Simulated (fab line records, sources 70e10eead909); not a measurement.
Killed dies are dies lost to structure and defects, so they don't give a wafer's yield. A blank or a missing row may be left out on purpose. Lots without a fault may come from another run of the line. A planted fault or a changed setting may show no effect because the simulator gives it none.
A struck lot beside a sound one | flow nand_harc | 21 steps out of a route of 1302
Sound: wafers L883.3, L883.4, L883.6. Struck: wafers L881.1, L881.3, L881.5. The cause comes at the end.
At each step with rows: each side's tool, then ch and its chambers, then its first start. Under that, the readings that differ: sound wafers | struck wafers | difference of the means | sigmas: that difference in standard deviations of wafers without a fault.
alike: readings whose means differ by less than 2 such deviations, and words and numbers that are the same on both sides. not compared: withheld readings, readings that some wafer has no value for, bounds like >300 that may hide the same value, and numbers for which the record gives no deviation and whose values overlap.
The two part at a step that has a row with sigmas, a row that says differs or no value, or rows on one side only. Numbers that don't overlap but have no deviation are shown without sigmas and don't part them. A reading that every wafer of one side lacks parts them only if that side has two wafers or more.

NHARC_P_CONTACT_CVD_23: deposits W, target thk 200 nm, time 557 s.
  sound on cvd_w-02 ch 0,1; struck on cvd_w-02 ch 0,1
  alike: heater_power_w, mfc_ar_sccm, throttle_valve_pct
NHARC_P_CONTACT_CMP_24: polishes, t overpolish 30 s, target thk 200 nm.
  sound on cmp-03 ch 1,2,3, day 10 08:35; struck on cmp-02 ch 0,1,2, day 9 01:59
  alike: motor_current_A, overpolish_run_s, time_to_endpoint_s
then, 1 step without rows for these wafers: NHARC_P_CONTACT_SRD_26.
NHARC_P_CONTACT_INSPECT_27:
  sound on defect_inspect-02, day 10 08:59; struck on defect_inspect-01, day 9 02:20
  alike: raw_defect_count
then, 7 steps without rows for these wafers: NHARC_P_M0_DEP_00 (deposits SiOC, target thk 150 nm); NHARC_P_M0_DEHYDRATE_01 (time 120 s); NHARC_P_M0_HMDS_02 (time 30 s); NHARC_P_M0_COAT_33 (time 65 s); NHARC_P_M0_COAT_03 (resist thk 90 nm); NHARC_P_M0_SOFTBAKE_04 (time 55 s); NHARC_P_M0_EBR_05.
NHARC_P_M0_EXPOSE_06: exposes mask P M0, target cd 90 nm.
  sound on arfi_scanner-01 ch 0, day 10 09:45; struck on arfi_scanner-03 ch 0, day 9 02:59
  reading              | sound             | struck            | difference | sigmas
  exposure_dose_mJ_cm2 | 81.30 81.33 81.40 | 65.65 65.63 65.66 | -15.70     | -99 or more
  focus_offset_nm (nm) | 0.1 0.4 0.6       | -1.4 -1.1 -0.3    | -1.3       | -2
  alike: mask
then, 2 steps without rows for these wafers: NHARC_P_M0_PEB_07 (peb time 65 s); NHARC_P_M0_DEVELOP_08 (develop time 35 s).
NHARC_P_M0_CD_MEAS_09: target cd 90 nm.
  sound on cd_sem-01 ch 0, day 10 09:53; struck on cd_sem-01 ch 0, day 9 03:07
  reading    | sound          | struck         | difference | sigmas
  cd_nm (nm) | 89.8 89.6 89.5 | 76.6 77.2 75.8 | -13.1      | -26
NHARC_P_M0_OVL_MEAS_10: pitch 180 nm.
  sound on overlay-02, day 10 09:58; struck on overlay-01, day 9 03:13
  alike: overlay_x_nm, overlay_y_nm
NHARC_P_M0_INSPECT_11:
  sound on defect_inspect-01, day 10 10:01; struck on defect_inspect-01, day 9 03:14
  alike: raw_defect_count
NHARC_P_M0_DESCUM_14: chemistry O2, time 3 s.
  sound on rie_diel-08 ch 2,3, day 10 10:05; struck on rie_diel-01 ch 1,2,3, day 9 03:18
  reading               | sound             | struck            | difference | sigmas
  model.P_M0.cd_nm (nm) | 90.19 89.94 90.15 | 77.02 77.55 76.37 | -13.11     |
  alike: chamber_pressure_mTorr, drypump_motor_current_A, mfc_ar_sccm, oes_product_au, rf_vpp_V, showerhead_plenum_p_Torr, throttle_valve_pct
  not compared: rf_hours_counter_h
NHARC_P_M0_ETCH_34: etches the open film in N2/H2, target depth 40 nm, overetch 12 nm, time 43.94 s.
  sound on rie_diel-08 ch 1,2,3, day 10 10:10; struck on rie_diel-01 ch 1,2,3, day 9 03:24
  alike: chamber_pressure_mTorr, drypump_motor_current_A, mfc_ar_sccm, oes_product_au, rf_vpp_V, showerhead_plenum_p_Torr, throttle_valve_pct
  not compared: rf_hours_counter_h
NHARC_P_M0_ETCH_15: etches the open film in C4F8/Ar, target depth 150 nm, overetch 15 nm, time 82.5 s.
  sound on rie_diel-08 ch 1,2,3; struck on rie_diel-01 ch 2,3
  reading               | sound             | struck            | difference | sigmas
  model.P_M0.cd_nm (nm) | 90.09 89.94 89.88 | 76.82 77.41 76.19 | -13.16     |
  alike: chamber_pressure_mTorr, oes_product_au, rf_vpp_V
  not compared: rf_hours_counter_h
NHARC_P_M0_CD_MEAS_16:
  sound on cd_sem-03, day 10 10:23; struck on cd_sem-03, day 9 03:36
  reading    | sound          | struck         | difference | sigmas
  cd_nm (nm) | 90.0 89.5 89.7 | 77.1 77.6 76.2 | -12.8      | -19

WHERE THEY PART
First at NHARC_P_M0_EXPOSE_06; last, within this record, at NHARC_P_M0_CD_MEAS_16.

WHY: what the simulator had put in
Process parameter drift: arfi_scanner-03, from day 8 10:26 on, at NHARC_P_M0_EXPOSE_06. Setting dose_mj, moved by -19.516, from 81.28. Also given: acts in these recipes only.
